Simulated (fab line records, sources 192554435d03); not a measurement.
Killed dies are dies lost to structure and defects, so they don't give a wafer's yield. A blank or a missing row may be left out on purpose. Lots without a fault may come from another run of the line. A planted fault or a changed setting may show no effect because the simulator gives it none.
Which tool did it? | flow n5_finfet | 10 lots, 29 wafers sampled, at 3 steps of a route of 1938

WHAT THE GAUGES READ, wafer by wafer
N5_PASSIVATION_OVL_MEAS_60.
lot  | measured     | on         | TV_OVL (nm)
L333 | day 18 08:23 | overlay-02 | 12 9 15
L332 | day 19 01:38 | overlay-02 | -3 -6 1
L334 | day 20 00:00 | overlay-02 | 6 5 5
L329 | day 20 04:16 | overlay-02 | -8 -6 -1
L339 | day 20 10:43 | overlay-01 | 2 -8 -6
L336 | day 21 19:56 | overlay-01 | -3 6 8
L345 | day 22 12:32 | overlay-02 | 391 398 394
L343 | day 23 01:11 | overlay-01 | 387 392 385
L348 | day 23 18:05 | overlay-01 | 10 -8
L351 | day 24 17:26 | overlay-01 | 2 -11 -13

WHICH TOOL RAN EACH LOT (tool, then ch and the chambers of the sampled wafers, then the start)
lot  | N5_MIM_BOT_ETCH_ETCH_03           | N5_PASSIVATION_EXPOSE_07
L333 | rie_metal-03 ch 0,1, day 18 05:25 | krf_scanner-01 ch 0, day 18 08:11
L332 | rie_metal-03 ch 0, day 19 00:16   | krf_scanner-01 ch 0, day 19 01:26
L334 | rie_metal-03 ch 0,1, day 19 19:00 | krf_scanner-01 ch 0, day 19 23:47
L329 | rie_metal-01 ch 0,1, day 20 01:50 | krf_scanner-02 ch 0, day 20 04:04
L339 | rie_metal-01 ch 0,1, day 20 09:20 | krf_scanner-02 ch 0, day 20 10:30
L336 | rie_metal-02 ch 0,1, day 21 18:25 | krf_scanner-02 ch 0, day 21 19:44
L345 | rie_metal-01 ch 0,1, day 22 10:15 | krf_scanner-01 ch 0, day 22 12:20
L343 | rie_metal-02 ch 0,1, day 22 21:22 | krf_scanner-01 ch 0, day 23 00:59
L348 | rie_metal-02 ch 0,1, day 23 14:44 | krf_scanner-02 ch 0, day 23 17:53
L351 | rie_metal-01 ch 0,1, day 24 14:40 | krf_scanner-02 ch 0, day 24 17:13
- N5_MIM_BOT_ETCH_ETCH_03: etches the open film in Cl2/BCl3, target depth 12 nm.
- N5_PASSIVATION_EXPOSE_07: exposes mask TV, defocus 0 nm, target cd 3000 nm.

THE ANSWER, worked out from the rows above alone
Rule: what is usual is taken from the lots themselves. Put in order of their means at a reading, lots are off if they are a third of the lots or fewer, leave a main group of 4 or more, and stand apart from it by a gap of 3 or more times the standard deviation of the main group's means; of several such gaps the widest counts. A main group whose means are all the same, to the digits that the tables above print for the reading, isn't used. A lot without any number at a reading at which 4 lots or more have one is off too. The other lots that the step has rows for count as sound.
Off: L345, L343, at N5_PASSIVATION_OVL_MEAS_60 (TV_OVL). The main group: mean 0 nm, standard deviation 6.
A tool fits if, at a process step before that reading, it ran every lot that is off, and no sound lot after the first of them. The gauges at N5_PASSIVATION_OVL_MEAS_60 are tried like those tools. One fits: krf_scanner-01 at N5_PASSIVATION_EXPOSE_07. Its last sound lot is L334 (day 19 23:47), its first lot that is off L345 (day 22 12:20): a fault that began between those two fits.

WHAT THE SIMULATOR HAD PUT IN
Scanner matching overlay: krf_scanner-01, from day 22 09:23 on, at N5_PASSIVATION_EXPOSE_07. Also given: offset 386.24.
Lots struck among those shown: L345, L343. The rule above found the same.
